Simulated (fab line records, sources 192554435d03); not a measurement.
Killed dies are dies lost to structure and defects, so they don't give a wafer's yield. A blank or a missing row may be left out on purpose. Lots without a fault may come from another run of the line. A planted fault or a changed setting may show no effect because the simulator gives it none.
Which tool did it? | flow n5_finfet | 9 lots, 24 wafers sampled, at 6 steps of a route of 1938

WHAT THE GAUGES READ, wafer by wafer
N5_BEOL_M3_CD_MEAS_18: pitch 36 nm, target cd 18 nm. Usual: cd_nm 18.0 nm, standard deviation 0.36.
lot  | measured     | on        | cd_nm (nm)     | flag
L886 | day 7 06:17  | cd_sem-02 | 18.5 18.6 18.1 |
L887 | day 7 15:59  | cd_sem-02 | 18.1 17.5      |
L888 | day 7 18:33  | cd_sem-03 | 18.6 18.5 17.3 |
L891 | day 8 12:49  | cd_sem-03 | 18.1 17.7 17.8 |
L892 | day 8 18:49  | cd_sem-03 | 18.9 17.9 19.0 |
L893 | day 9 03:11  | cd_sem-03 | 17.9 18.5 18.1 |
L894 | day 9 12:03  | cd_sem-01 | 17.8 17.8 18.2 |
L900 | day 11 02:25 | cd_sem-03 | 18.1 18.0      |
L908 | day 12 22:02 | cd_sem-02 | 18.4 18.3      |

N5_BEOL_M3_OCD_MEAS_38. Usual: trench_depth_nm 55.1 nm, standard deviation 1.6.
lot  | measured     | on     | trench_depth_nm (nm) | flag
L886 | day 7 14:46  | ocd-01 | 53.9 54.1 56.3       |
L887 | day 7 17:41  | ocd-02 | 54.8 54.4            |
L888 | day 7 20:21  | ocd-01 | 53.7 54.0 57.2       |
L891 | day 8 14:02  | ocd-01 | 53.7 54.1 56.0       |
L892 | day 8 22:43  | ocd-02 | 53.3 54.1 56.8       |
L893 | day 9 06:17  | ocd-02 | 37.2 39.7 39.9       | OFF
L894 | day 9 18:05  | ocd-02 | 39.7 38.9 37.1       | OFF
L900 | day 11 04:45 | ocd-02 | 56.7 56.8            |
L908 | day 13 00:31 | ocd-02 | 53.9 54.6            |

N5_BEOL_M4_RC_MEAS_101. Usual: DIBL_N 36.9 mV/V, standard deviation 2.1; DIBL_P 37.1 mV/V, standard deviation 2.5; IOFF_N 0.17 nA/um, standard deviation 0.039; IOFF_P 0.23 nA/um, standard deviation 0.043; ION_N 673 uA/um, standard deviation 15; ION_P 462 uA/um, standard deviation 9.1; SS_N 71.8 mV/dec, standard deviation 0.69; SS_P 73.6 mV/dec, standard deviation 0.74; VT_N 250 mV, standard deviation 3.6; VT_P -249.7 mV, standard deviation 2.9.
lot  | measured     | on        | DIBL_N (mV/V)  | DIBL_P (mV/V)  | IOFF_N (nA/um) | IOFF_P (nA/um) | ION_N (uA/um) | ION_P (uA/um) | SS_N (mV/dec)  | SS_P (mV/dec)  | VT_N (mV)   | VT_P (mV)            | flag
L886 | day 8 09:50  | prober-02 | 35.1 36.0 34.3 | 37.0 36.9 35.4 | 0.16 0.15 0.14 | 0.24 0.23 0.20 | 691 666 674   | 474 459 464   | 71.2 71.7 71.2 | 74.0 73.6 73.3 | 251 253 249 | -247.6 -248.0 -248.0 |
L887 | day 8 13:13  | prober-02 | 40.9 39.4      | 43.9 41.2      | 0.29 0.23      | 0.35 0.29      | 703 682       | 476 461       | 72.5 72.1      | 75.0 74.2      | 241 245     | -245.6 -245.4        |
L888 | day 8 12:47  | prober-01 | 33.5 35.6 35.8 | 33.0 35.0 35.6 | 0.12 0.15 0.14 | 0.17 0.19 0.19 | 677 665 667   | 465 453 452   | 70.8 71.1 70.7 | 72.1 72.9 73.2 | 254 249 251 | -252.8 -252.3 -250.6 |
L891 | day 9 06:20  | prober-01 | 35.2 38.6 39.4 | 34.9 38.4 39.8 | 0.13 0.20 0.21 | 0.19 0.26 0.27 | 657 673 680   | 453 462 467   | 71.6 71.9 71.9 | 72.6 73.9 73.5 | 254 250 245 | -252.9 -246.8 -245.6 |
L892 | day 9 13:22  | prober-02 | 36.1 36.6 36.8 | 34.1 36.1 36.1 | 0.13 0.14 0.15 | 0.19 0.22 0.23 | 668 676 654   | 461 470 456   | 70.6 71.1 71.0 | 72.6 72.7 73.3 | 256 251 252 | -251.9 -249.4 -248.9 |
L893 | day 10 02:35 | prober-02 | 34.7 37.2 37.1 | 36.2 38.4 38.8 | 0.14 0.19 0.19 | 0.21 0.25 0.27 | 661 668 674   | 459 466 463   | 71.6 72.7 72.2 | 73.8 74.6 73.9 | 252 249 245 | -247.3 -244.8 -245.1 |
L894 | day 10 08:43 | prober-01 | 43.2 38.0 35.8 | 41.7 35.4 34.8 | 0.28 0.17 0.14 | 0.34 0.21 0.21 | 689 659 682   | 465 447 467   | 73.0 71.8 70.4 | 75.6 73.8 73.4 | 243 251 250 | -247.7 -252.2 -249.3 |
L900 | day 11 19:59 | prober-02 | 39.5 37.3      | 38.7 38.4      | 0.20 0.16      | 0.21 0.21      | 673 678       | 460 463       | 72.6 71.5      | 74.1 73.8      | 250 250     | -253.2 -253.3        |
L908 | day 13 14:38 | prober-01 | 34.0 39.7      | 35.0 42.6      | 0.15 0.27      | 0.20 0.35      | 686 712       | 473 485       | 71.6 73.2      | 73.2 75.6      | 247 242     | -249.2 -245.4        |

WHICH TOOL RAN EACH LOT (tool, then ch and the chambers of the sampled wafers, then the start)
lot  | N5_BEOL_M3_ETCH_69                | N5_BEOL_M3_TRENCH_ETCH_37         | N5_BEOL_M3_PRE_CLEAN_45
L886 | rie_diel-01 ch 0,1,2, day 7 06:58 | rie_diel-04 ch 0,1,2, day 7 14:36 | pvd_sputter-01, day 7 15:14
L887 | rie_diel-02 ch 2, day 7 16:29     | rie_diel-04 ch 0,1, day 7 17:31   | pvd_sputter-03, day 7 18:52
L888 | rie_diel-04 ch 0,1,2, day 7 19:08 | rie_diel-02 ch 0,2,3, day 7 20:12 | pvd_sputter-02, day 7 21:01
L891 | rie_diel-02 ch 1,2,3, day 8 13:19 | rie_diel-04 ch 0,1,2, day 8 13:52 | pvd_sputter-02, day 8 14:28
L892 | rie_diel-04 ch 0,2, day 8 19:20   | rie_diel-02 ch 0,2,3, day 8 22:34 | pvd_sputter-02, day 8 23:30
L893 | rie_diel-02 ch 1,2, day 9 03:40   | rie_diel-04 ch 0,3, day 9 06:08   | pvd_sputter-01, day 9 06:46
L894 | rie_diel-04 ch 0,2,3, day 9 13:08 | rie_diel-04 ch 1,2,3, day 9 17:55 | pvd_sputter-02, day 9 18:37
L900 | rie_diel-02 ch 2,3, day 11 02:58  | rie_diel-01 ch 0,2, day 11 04:35  | pvd_sputter-03, day 11 05:12
L908 | rie_diel-02 ch 2,3, day 12 23:16  | rie_diel-02 ch 1,3, day 13 00:21  | pvd_sputter-02, day 13 01:02
- N5_BEOL_M3_ETCH_69: etches SiARC in CF4, target depth 15.6 nm, time 26 s.
- N5_BEOL_M3_TRENCH_ETCH_37: etches SiOC in C4F6/O2, target depth 55.555 nm, time 29.2 s.
- N5_BEOL_M3_PRE_CLEAN_45: time 30 s.

WHAT THE TOOLS THEMSELVES READ (means of the sampled wafers that have a number; where no wafer has one, the mark that the record gives instead)
N5_BEOL_M3_ETCH_69. Usual: chamber_pressure_mTorr 40.00 mTorr, standard deviation 0.04; drypump_motor_current_A 5.9 A, standard deviation 0.49; etch_rf_on_time_s 26.3 s, standard deviation 0.94; oes_product_au 0.67 a.u., standard deviation 0.072; rf_fwd_power_W 533.3 W, standard deviation 2.5; rf_vpp_V 184.2 V, standard deviation 1.1; showerhead_plenum_p_Torr 2.15 Torr, standard deviation 0.068; throttle_valve_pct 15.58 %, standard deviation 0.24.
lot  | tool        | chamber_pressure_mTorr (mTorr) | drypump_motor_current_A (A) | etch_rf_on_time_s (s) | oes_product_au (a.u.) | rf_fwd_power_W (W) | rf_vpp_V (V) | showerhead_plenum_p_Torr (Torr) | throttle_valve_pct (%) | flag
L886 | rie_diel-01 | 39.99                          | 6.1                         | 25.7                  | 0.74                  | 531.0              | 183.8        | 2.12                            | 15.36                  |
L887 | rie_diel-02 | 39.98                          | 6.2                         | 25.4                  | 0.80                  | 532.8              | 186.6        | 2.28                            | 15.38                  |
L888 | rie_diel-04 | 40.04                          | 5.6                         | 26.7                  | 0.67                  | 533.5              | 184.8        | 2.15                            | 15.55                  |
L891 | rie_diel-02 | 39.98                          | 5.8                         | 26.2                  | 0.67                  | 535.0              | 185.1        | 2.19                            | 15.65                  |
L892 | rie_diel-04 | 40.00                          | 6.0                         | 27.6                  | 0.61                  | 533.2              | 184.7        | 2.16                            | 15.65                  |
L893 | rie_diel-02 | 40.01                          | 5.9                         | 25.3                  | 0.72                  | 531.3              | 184.5        | 2.23                            | 15.46                  |
L894 | rie_diel-04 | 40.01                          | 6.1                         | 26.9                  | 0.63                  | 532.6              | 183.5        | 2.11                            | 15.57                  |
L900 | rie_diel-02 | 39.99                          | 6.1                         | 26.2                  | 0.67                  | 535.7              | 184.9        | 2.20                            | 15.73                  |
L908 | rie_diel-02 | 40.02                          | 6.1                         | 26.2                  | 0.66                  | 535.5              | 183.8        | 2.20                            | 15.75                  |

N5_BEOL_M3_TRENCH_ETCH_37. Usual: chamber_pressure_mTorr 30.000 mTorr, standard deviation 0.028; drypump_motor_current_A 5.9 A, standard deviation 0.58; oes_f_703_au 0.79 a.u., standard deviation 0.079; oes_o_777_au 0.79 a.u., standard deviation 0.083; oes_product_au 0.79 a.u., standard deviation 0.071; rf_fwd_power_W 350.2 W, standard deviation 1.9; rf_vpp_V 662 V, standard deviation 20; showerhead_plenum_p_Torr 2.83 Torr, standard deviation 0.092; throttle_valve_pct 20.73 %, standard deviation 0.28.
lot  | tool        | chamber_pressure_mTorr (mTorr) | drypump_motor_current_A (A) | oes_f_703_au (a.u.) | oes_o_777_au (a.u.) | oes_product_au (a.u.) | rf_fwd_power_W (W) | rf_vpp_V (V) | showerhead_plenum_p_Torr (Torr) | throttle_valve_pct (%) | flag
L886 | rie_diel-04 | 30.009                         | 5.6                         | 0.79                | 0.79                | 0.78                  | 349.1              | 679          | 2.86                            | 20.80                  |
L887 | rie_diel-04 | 30.024                         | 5.5                         | 0.82                | 0.83                | 0.81                  | 351.6              | 682          | 2.93                            | 20.90                  |
L888 | rie_diel-02 | 29.982                         | 5.9                         | 0.77                | 0.78                | 0.77                  | 350.4              | 654          | 2.92                            | 20.97                  |
L891 | rie_diel-04 | 30.005                         | 5.6                         | 0.78                | 0.79                | 0.78                  | 348.8              | 678          | 2.86                            | 20.81                  |
L892 | rie_diel-02 | 30.034                         | 5.9                         | 0.86                | 0.86                | 0.85                  | 351.7              | 654          | 2.92                            | 20.87                  |
L893 | rie_diel-04 | 30.011                         | 6.4                         | 0.52                | 0.53                | 0.63                  | 135.7              | 814          | 2.80                            | 20.65                  | OFF
L894 | rie_diel-04 | 30.010                         | 5.8                         | 0.53                | 0.55                | 0.65                  | 136.5              | 800          | 2.78                            | 20.65                  | OFF
L900 | rie_diel-01 | 29.991                         | 5.9                         | 0.80                | 0.80                | 0.81                  | 350.5              | 673          | 2.74                            | 20.39                  |
L908 | rie_diel-02 | 29.989                         | 5.7                         | 0.71                | 0.71                | 0.70                  | 352.0              | 672          | 2.82                            | 21.02                  |

N5_BEOL_M3_PRE_CLEAN_45. Usual: heater_power_w 329 W, standard deviation 29.
lot  | tool           | heater_power_w (W) | flag
L886 | pvd_sputter-01 | 347                |
L887 | pvd_sputter-03 | 335                |
L888 | pvd_sputter-02 | 326                |
L891 | pvd_sputter-02 | 320                |
L892 | pvd_sputter-02 | 324                |
L893 | pvd_sputter-01 | 347                |
L894 | pvd_sputter-02 | 338                |
L900 | pvd_sputter-03 | 305                |
L908 | pvd_sputter-02 | 322                |

THE ANSWER, worked out from the rows above alone
Rule: a lot is off if the mean of its wafers that have a number lies more than 3 standard deviations from the usual mean. A lot without any number at a reading at which 4 lots or more have one is off too. The other lots that the step has rows for count as sound. The gauges are gone through in route order, then the tools' own readings, and for those a lot's mean is taken as printed above. The first step at which some lot is off is used, and at that step the reading that is off furthest; a lot without a number counts as furthest.
Off: L893, L894, at N5_BEOL_M3_OCD_MEAS_38 (trench_depth_nm).
A tool fits if, at a process step before that reading, it ran every lot that is off, and no sound lot after the first of them. The gauges at N5_BEOL_M3_OCD_MEAS_38 aren't tried: what is off there is off at N5_BEOL_M3_TRENCH_ETCH_37 too, on other tools, and a gauge's error can't cause that. One fits: rie_diel-04 at N5_BEOL_M3_TRENCH_ETCH_37. Its last sound lot is L891 (day 8 13:52), its first lot that is off L893 (day 9 06:08): a fault that began between those two fits.
The tool's own readings at N5_BEOL_M3_TRENCH_ETCH_37 bear it out: on the lots that are off they differ by more than 5 times the standard deviation of the sound lots' means. oes_f_703_au reads 0.53 a.u. there against 0.79 a.u. on the sound lots; oes_o_777_au reads 0.54 a.u. there against 0.79 a.u. on the sound lots; rf_fwd_power_W reads 136.1 W there against 350.6 W on the sound lots; rf_vpp_V reads 807 V there against 670 V on the sound lots.

WHAT THE SIMULATOR HAD PUT IN
Process parameter drift: rie_diel-04, from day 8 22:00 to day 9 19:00, at N5_BEOL_M3_TRENCH_ETCH_37. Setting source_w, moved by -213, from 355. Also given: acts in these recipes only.
Lots struck among those shown: L893, L894. The rule above found the same.
